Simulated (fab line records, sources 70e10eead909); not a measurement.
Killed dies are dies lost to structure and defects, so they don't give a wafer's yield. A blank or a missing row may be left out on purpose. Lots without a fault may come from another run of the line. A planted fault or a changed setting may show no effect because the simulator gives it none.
Which tool did it? | flow nand_harc | 14 lots, 42 wafers sampled, at 3 steps of a route of 1302

WHAT THE GAUGES READ, wafer by wafer
NHARC_A_WL_FILL_INSPECT_15.
lot  | measured     | on                | raw_defect_count
L226 | day 21 10:52 | defect_inspect-02 | 449 446 471
L227 | day 21 13:43 | defect_inspect-02 | 468 470 472
L229 | day 22 05:57 | defect_inspect-02 | 455 423 414
L230 | day 22 10:58 | defect_inspect-02 | 380 612 696
L231 | day 23 08:55 | defect_inspect-02 | 723 620 559
L233 | day 25 09:28 | defect_inspect-02 | 273 294 359
L236 | day 25 20:00 | defect_inspect-01 | 439 489 567
L241 | day 28 01:25 | defect_inspect-02 | 400 433 565
L244 | day 28 20:40 | defect_inspect-02 | 274 255 221
L245 | day 29 02:10 | defect_inspect-01 | 627 428 415
L246 | day 29 22:17 | defect_inspect-02 | 360 420 455
L247 | day 29 22:14 | defect_inspect-02 | 429 365 382
L248 | day 30 11:55 | defect_inspect-02 | 455 610 375
L249 | day 30 18:15 | defect_inspect-02 | 496 517 360

WHICH TOOL RAN EACH LOT (tool, then ch and the chambers of the sampled wafers, then the start)
lot  | NHARC_A_SLIT_DEP_00           | NHARC_A_WL_FILL_ETCHBACK_17
L226 | acl_dep-03 ch 0, day 19 22:31 | rie_metal-02 ch 0,1, day 21 02:48
L227 | acl_dep-02 ch 0, day 19 22:52 | rie_metal-01 ch 0, day 21 07:13
L229 | acl_dep-03 ch 0, day 20 18:08 | rie_metal-02 ch 0,1, day 21 23:34
L230 | acl_dep-01 ch 0, day 20 18:11 | rie_metal-03 ch 0,1, day 22 04:29
L231 | acl_dep-01 ch 0, day 21 21:10 | rie_metal-01 ch 0,1, day 23 02:38
L233 | acl_dep-03 ch 0, day 23 19:42 | rie_metal-02 ch 0,1, day 25 03:11
L236 | acl_dep-03 ch 0, day 24 08:16 | rie_metal-02 ch 0,1, day 25 13:41
L241 | acl_dep-03 ch 0, day 26 14:10 | rie_metal-01 ch 0,1, day 27 19:08
L244 | acl_dep-02 ch 0, day 27 05:01 | rie_metal-03 ch 0,1, day 28 14:26
L245 | acl_dep-03 ch 0, day 27 13:18 | rie_metal-02 ch 0,1, day 28 19:51
L246 | acl_dep-01 ch 0, day 28 08:55 | rie_metal-03 ch 0,1, day 29 14:55
L247 | acl_dep-03 ch 0, day 28 09:22 | rie_metal-02 ch 0,1, day 29 14:55
L248 | acl_dep-01 ch 0, day 29 00:47 | rie_metal-02 ch 0,1, day 30 05:34
L249 | acl_dep-02 ch 0, day 29 03:27 | rie_metal-01 ch 0,1, day 30 12:02
- NHARC_A_SLIT_DEP_00: deposits aC, target thk 6200 nm.
- NHARC_A_WL_FILL_ETCHBACK_17: etches the open film in Cl2/BCl3, target depth 4 nm, time 26.7 s.

WHAT THE TOOLS THEMSELVES READ (means of the sampled wafers that have a number; where no wafer has one, the mark that the record gives instead)
NHARC_A_SLIT_DEP_00.
lot  | tool       | throttle_valve_pct (%)
L226 | acl_dep-03 | 34.994
L227 | acl_dep-02 | 35.003
L229 | acl_dep-03 | 35.001
L230 | acl_dep-01 | 34.995
L231 | acl_dep-01 | 35.002
L233 | acl_dep-03 | 35.005
L236 | acl_dep-03 | 35.004
L241 | acl_dep-03 | 35.000
L244 | acl_dep-02 | 34.996
L245 | acl_dep-03 | 34.987
L246 | acl_dep-01 | 35.003
L247 | acl_dep-03 | 35.008
L248 | acl_dep-01 | 34.989
L249 | acl_dep-02 | 35.000

NHARC_A_WL_FILL_ETCHBACK_17.
lot  | tool         | drypump_motor_current_A (A) | oes_product_au (a.u.) | run_length_s (s)
L226 | rie_metal-02 | 5.5                         | 1.005                 | 48.3
L227 | rie_metal-01 | 6.0                         | 1.013                 | 47.9
L229 | rie_metal-02 | 5.5                         | 0.993                 | 48.2
L230 | rie_metal-03 | 5.7                         | 0.990                 | 47.8
L231 | rie_metal-01 | 6.0                         | 1.001                 | 47.9
L233 | rie_metal-02 | 5.5                         | 1.010                 | 44.9
L236 | rie_metal-02 | 5.3                         | 1.003                 | 41.3
L241 | rie_metal-01 | 5.9                         | 1.013                 | 48.0
L244 | rie_metal-03 | 5.8                         | 0.993                 | 48.0
L245 | rie_metal-02 | 5.3                         | 0.995                 | 48.4
L246 | rie_metal-03 | 5.7                         | 1.004                 | 47.9
L247 | rie_metal-02 | 5.3                         | 0.993                 | 48.4
L248 | rie_metal-02 | 5.3                         | 0.996                 | 48.3
L249 | rie_metal-01 | 5.9                         | 1.006                 | 48.2

THE ANSWER, worked out from the rows above alone
Rule: what is usual is taken from the lots themselves. Put in order of their means at a reading, lots are off if they are a third of the lots or fewer, leave a main group of 4 or more, and stand apart from it by a gap of 3 or more times the standard deviation of the main group's means; of several such gaps the widest counts. A main group whose means are all the same, to the digits that the tables above print for the reading, isn't used. A lot without any number at a reading at which 4 lots or more have one is off too. The other lots that the step has rows for count as sound. The gauges are gone through in route order, then the tools' own readings, and for those a lot's mean is taken as printed above. The first step at which some lot is off is used, and at that step the reading that is off furthest; a lot without a number counts as furthest.
Off: L233, L236, at NHARC_A_WL_FILL_ETCHBACK_17 (run_length_s). The main group: mean 48.1 s, standard deviation 0.21.
A tool fits if, at that step or a process step before it, it ran every lot that is off, and no sound lot after the first of them. None of those tried fits.

WHAT THE SIMULATOR HAD PUT IN
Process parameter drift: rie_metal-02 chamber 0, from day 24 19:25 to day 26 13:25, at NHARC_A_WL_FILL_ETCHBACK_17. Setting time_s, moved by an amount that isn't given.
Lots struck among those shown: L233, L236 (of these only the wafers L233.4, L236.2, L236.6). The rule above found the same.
